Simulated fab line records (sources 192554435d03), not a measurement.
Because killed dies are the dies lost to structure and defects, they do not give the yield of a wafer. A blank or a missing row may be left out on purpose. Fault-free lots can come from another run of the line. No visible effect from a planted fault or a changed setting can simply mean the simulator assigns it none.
2 desks looking at one fault	flow n5_finfet	what lay behind the numbers comes last; until then each desk has only its own

METROLOGY DESK
Lot by lot, what the gauges showed, no matter which tool ran the lot: averages of those sampled wafers that carry a number. Marked OUT: a lot whose mean sits more than 4 standard deviations from the usual mean, which makes it out of limits; the brackets give that distance. 7 of its 10 readings are shown, namely those furthest out on some lot.
Columns: A = DIBL_N at N5_BEOL_M4_RC_MEAS_101, usual 36.6 mV/V; B = DIBL_P at N5_BEOL_M4_RC_MEAS_101, usual 36.7 mV/V; C = IOFF_P at N5_BEOL_M4_RC_MEAS_101, usual 0.22 nA/um; D = ION_N at N5_BEOL_M4_RC_MEAS_101, usual 672 uA/um; E = ION_P at N5_BEOL_M4_RC_MEAS_101, usual 462 uA/um; F = VT_N at N5_BEOL_M4_RC_MEAS_101, usual 250 mV; G = VT_P at N5_BEOL_M4_RC_MEAS_101, usual -250 mV
lot	first seen here	A	B	C	D	E	F	G
L792	day 9 10:38	38.2	36.7	0.22	676	462	249	-250
L797	day 10 10:27	36.7	37.0	0.23	675	464	251	-249
L798	day 10 21:10	37.0	37.4	0.20	674	458	251	-254
L799	day 10 22:46	36.1	36.4	0.21	674	464	253	-249
L801	day 11 17:17	33.9	32.9	0.16	649	447	256	-252
L803	day 11 17:41	38.1	36.4	0.26	665	463	251	-247
L804	day 12 08:23	34.7	34.2	0.17	657	454	253	-252
L805	day 12 15:44	36.2	37.3	0.21	672	458	251	-250
L813	day 14 07:49	38.3	37.6	0.27	685	467	247	-244
L814	day 14 16:10	37.5	38.7	0.24	681	465	249	-249
This desk's verdict: no lot among the 10 shows anything out of limits.

TOOL OWNER'S DESK, litho_track-01
The tool's own readings at N5_BEOL_M2_COAT_61 (time 60 s, resist thk 60 nm): means of the sampled wafers that have a number, for each lot that ran on this tool. Marked OUT: a lot whose mean sits more than 4 standard deviations from the usual mean, which makes it out of limits; the brackets give that distance.
Columns: A = plate_temp_C at N5_BEOL_M2_COAT_61, usual 249.98 C; B = run_length_s at N5_BEOL_M2_COAT_61, usual 66.36 s
lot	first seen here	A	B
L799	day 8 20:59	249.92	66.24
L801	day 9 03:14	250.09	66.16
L803	day 9 14:44	249.84	68.60 (+9.3) OUT
L804	day 10 02:42	250.15	67.34 (+4.1) OUT
L805	day 10 03:18	250.06	67.43 (+4.4) OUT
This desk's finding: out of limits on L803, L804, L805; first on L803, day 9 14:44 (run_length_s at N5_BEOL_M2_COAT_61). In limits: L799, L801.

PUT TOGETHER
At day 9 14:44, on L803, L804, L805, the tool owner's desk was in a position to raise an alarm.
From the metrology desk's view, nothing was out of limits.
The metrology desk holds a record of L803, L804, L805, inside its limits.
N5_BEOL_M2_COAT_61 was run on litho_track-01 by each of the lots named.

WHAT THE SIMULATOR PUT IN
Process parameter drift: litho_track-01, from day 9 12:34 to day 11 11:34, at N5_BEOL_M2_COAT_61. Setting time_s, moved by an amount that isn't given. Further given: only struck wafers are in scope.
Lots struck among those shown: L803, L804, L805.
How many hours passed from the start of the fault until each desk's first out-of-limits reading: the tool owner's desk, 2.
